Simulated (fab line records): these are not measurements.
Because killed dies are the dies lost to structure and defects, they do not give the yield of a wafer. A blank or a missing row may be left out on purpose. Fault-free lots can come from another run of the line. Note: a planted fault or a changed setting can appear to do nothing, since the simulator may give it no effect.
Which tool was responsible? || flow nand-harc || 21 wafers from 7 lots sampled at 5 of the route's 1159 steps

== WHAT THE GAUGES SHOWED, per wafer ==
NHARC_END_SORT_01.
{"lot": "L470", "measured": "day 23 00:46", "on": "prober-01", "killed-dies": "21 17 21"}
{"lot": "L471", "measured": "day 23 16:25", "on": "prober-01", "killed-dies": "28 22 28"}
{"lot": "L474", "measured": "day 23 08:41", "on": "prober-02", "killed-dies": "30 39 19"}
{"lot": "L475", "measured": "day 24 00:25", "on": "prober-02", "killed-dies": "44 28 57"}
{"lot": "L480", "measured": "day 24 08:00", "on": "prober-01", "killed-dies": "35 46 39"}
{"lot": "L486", "measured": "day 25 18:58", "on": "prober-02", "killed-dies": "33 669 50"}
{"lot": "L490", "measured": "day 26 06:52", "on": "prober-01", "killed-dies": "18 24 33"}

== WHICH TOOL RAN EACH LOT (tool, then ch and the chambers of the sampled wafers, then the start) ==
{"lot": "L470", "NHARC_A_CHANNEL_HOLE_D1_DEP_01": "pecvd-03 ch 0,2, day 8 18:30", "NHARC_A_M1_DEGAS_29": "pvd-sputter-03, day 18 02:12", "NHARC_A_M1_ANNEAL_31": "rtp-anneal-01 ch 0, day 18 02:55", "NHARC_THIN_TSV_ETCHBACK_48": "rie-diel-10 ch 0,3, day 21 20:13"}
{"lot": "L471", "NHARC_A_CHANNEL_HOLE_D1_DEP_01": "pecvd-03 ch 0,2, day 9 06:43", "NHARC_A_M1_DEGAS_29": "pvd-sputter-02, day 18 11:44", "NHARC_A_M1_ANNEAL_31": "rtp-anneal-02 ch 0, day 18 12:27", "NHARC_THIN_TSV_ETCHBACK_48": "rie-diel-12 ch 2,3, day 21 22:46"}
{"lot": "L474", "NHARC_A_CHANNEL_HOLE_D1_DEP_01": "pecvd-04 ch 1,2, day 9 18:38", "NHARC_A_M1_DEGAS_29": "pvd-sputter-03, day 19 14:31", "NHARC_A_M1_ANNEAL_31": "rtp-anneal-01 ch 0, day 19 15:16", "NHARC_THIN_TSV_ETCHBACK_48": "rie-diel-10 ch 0,1,2, day 21 23:38"}
{"lot": "L475", "NHARC_A_CHANNEL_HOLE_D1_DEP_01": "pecvd-03 ch 0,1,2, day 10 15:27", "NHARC_A_M1_DEGAS_29": "pvd-sputter-03, day 20 14:38", "NHARC_A_M1_ANNEAL_31": "rtp-anneal-01 ch 0, day 20 15:25", "NHARC_THIN_TSV_ETCHBACK_48": "rie-diel-12 ch 1,2,3, day 22 04:38"}
{"lot": "L480", "NHARC_A_CHANNEL_HOLE_D1_DEP_01": "pecvd-03 ch 0,1,2, day 11 05:37", "NHARC_A_M1_DEGAS_29": "pvd-sputter-03, day 21 03:45", "NHARC_A_M1_ANNEAL_31": "rtp-anneal-01 ch 0, day 21 04:31", "NHARC_THIN_TSV_ETCHBACK_48": "rie-diel-09 ch 0,2,3, day 22 07:00"}
{"lot": "L486", "NHARC_A_CHANNEL_HOLE_D1_DEP_01": "pecvd-04 ch 0,1,2, day 12 22:05", "NHARC_A_M1_DEGAS_29": "pvd-sputter-03, day 22 15:28", "NHARC_A_M1_ANNEAL_31": "rtp-anneal-02 ch 0, day 22 16:14", "NHARC_THIN_TSV_ETCHBACK_48": "rie-diel-09 ch 0,2, day 23 16:02"}
{"lot": "L490", "NHARC_A_CHANNEL_HOLE_D1_DEP_01": "pecvd-03 ch 0,1,2, day 14 06:41", "NHARC_A_M1_DEGAS_29": "pvd-sputter-03, day 23 19:10", "NHARC_A_M1_ANNEAL_31": "rtp-anneal-01 ch 0, day 23 19:55", "NHARC_THIN_TSV_ETCHBACK_48": "rie-diel-09 ch 0,3, day 24 16:23"}
- NHARC_A_CHANNEL_HOLE_D1_DEP_01: deposits SiON, target thk 140 nm.
- NHARC_A_M1_DEGAS_29: time 60 s.
- NHARC_A_M1_ANNEAL_31: time 90 s.
- NHARC_THIN_TSV_ETCHBACK_48: etches the open film in C4F8/Ar, target depth 1028.5 nm, time 405.17 s.

== THE ANSWER, worked out from the rows above alone ==
Rule: usual is defined by the lots themselves. Put in order of their means at a reading, lots are off if they are a third of the lots or fewer, leave a main group of 4 or more, and stand apart from it by a gap of 3 or more times the standard deviation of the main group's means; of several such gaps the widest counts. A main group is skipped when, at the precision printed for the reading in the tables above, its means are all equal. A lot without any number at a reading at which 4 lots or more have one is off too. Any other lot the step has rows for is counted as sound.
Off at NHARC_END_SORT_01 (killed-dies): L486. The main group has a mean of 30 with a standard deviation of 8.3.
A tool fits if, at a process step before that reading, it ran every lot that is off, and no sound lot after the first of them. Gauges at NHARC_END_SORT_01: tried the same way as those tools. Can't be told from this: 3 tools fit, pecvd-04 at NHARC_A_CHANNEL_HOLE_D1_DEP_01, rtp-anneal-02 at NHARC_A_M1_ANNEAL_31, prober-02 at NHARC_END_SORT_01.

== WHAT WAS PUT IN BY THE SIMULATOR ==
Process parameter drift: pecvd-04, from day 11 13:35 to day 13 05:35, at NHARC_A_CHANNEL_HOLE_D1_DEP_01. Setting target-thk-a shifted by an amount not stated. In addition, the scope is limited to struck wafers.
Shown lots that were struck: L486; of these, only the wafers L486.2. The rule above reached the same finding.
